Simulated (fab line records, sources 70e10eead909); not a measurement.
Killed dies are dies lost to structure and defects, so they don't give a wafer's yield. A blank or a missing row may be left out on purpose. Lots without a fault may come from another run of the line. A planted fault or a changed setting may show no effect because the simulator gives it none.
Chamber matching | flow nand_harc | NHARC_P_CONTACT_STRIP_28 on rie_diel-11: 4 sister chambers
The step strips in O2. 14 wafers are shown with their chamber, then 7 later ones without.

WAFERS WITH THEIR CHAMBER
wafer  | chamber | oes_product_au (a.u.) | rf_vpp_V (V) | throttle_valve_pct (%)
L992.1 | 1       | 0.993                 | 57.9         | 17.047
L992.5 | 2       | 1.008                 | 57.1         | 17.032
L992.6 | 3       | 0.995                 | 58.3         | 17.051
L993.1 | 1       | 0.990                 | 59.5         | 17.047
L993.3 | 2       | 0.990                 | 58.1         | 17.048
L993.6 | 0       | 0.993                 | 57.7         | 17.038
L996.1 | 0       | 0.982                 | 57.9         | 17.033
L996.5 | 1       | 0.987                 | 57.7         | 17.034
L996.6 | 2       | 0.997                 | 58.6         | 17.027
L997.1 | 1       | 0.995                 | 57.3         | 17.051
L997.2 | 3       | 0.996                 | 59.3         | 17.018
L997.6 | 3       | 0.992                 | 58.2         | 17.047
L107.1 | 1       | 1.008                 | 57.7         | 17.038
L107.4 | 2       | 0.999                 | 57.9         | 17.039

SIGNATURES (means of the wafers above)
reading            | chamber 0 | chamber 1 | chamber 2 | chamber 3 | scatter within a chamber
oes_product_au     | 0.98750   | 0.99460   | 0.99850   | 0.99433   | 0.00704
rf_vpp_V           | 57.800    | 58.020    | 57.925    | 58.600    | 0.697
throttle_valve_pct | 17.03550  | 17.04340  | 17.03650  | 17.03867  | 0.0105
Rule: a wafer's distance from a chamber is the root of the sum, over the readings, of the square of ((its reading less the chamber's mean) divided by the reading's scatter). The wafer belongs to the nearest chamber; if the next one is less than 2 further off, it can't be placed. The scatter: the root of (the sum of the squares of (reading less its chamber's mean) over the shown wafers, divided by (wafers less chambers)).

WAFERS WITHOUT THEIR CHAMBER
wafer  | oes_product_au (a.u.) | rf_vpp_V (V) | throttle_valve_pct (%)
L107.6 | 1.009                 | 57.3         | 17.048
L112.1 | 1.025                 | 56.5         | 17.040
L112.2 | 1.011                 | 58.4         | 17.043
L112.5 | 1.010                 | 58.6         | 17.038
L114.1 | 1.008                 | 58.2         | 17.036
L114.2 | 1.008                 | 58.1         | 17.029
L114.6 | 1.021                 | 57.9         | 17.032

WHICH CHAMBER EACH WENT THROUGH
wafer  | from the rows above               | in truth
L107.6 | can't be placed: 2 or 1 or 3 or 0 | 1
L112.1 | can't be placed: 2 or 1 or 3 or 0 | 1
L112.2 | can't be placed: 2 or 1 or 3 or 0 | 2
L112.5 | can't be placed: 2 or 3 or 1 or 0 | 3
L114.1 | can't be placed: 2 or 3 or 1 or 0 | 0
L114.2 | can't be placed: 2 or 3 or 1 or 0 | 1
L114.6 | can't be placed: 2 or 1 or 3 or 0 | 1
Placed correctly: 0 of 7. Can't be placed from these rows: 7 (the true chamber is among the candidates in 7). Placed wrongly: 0.
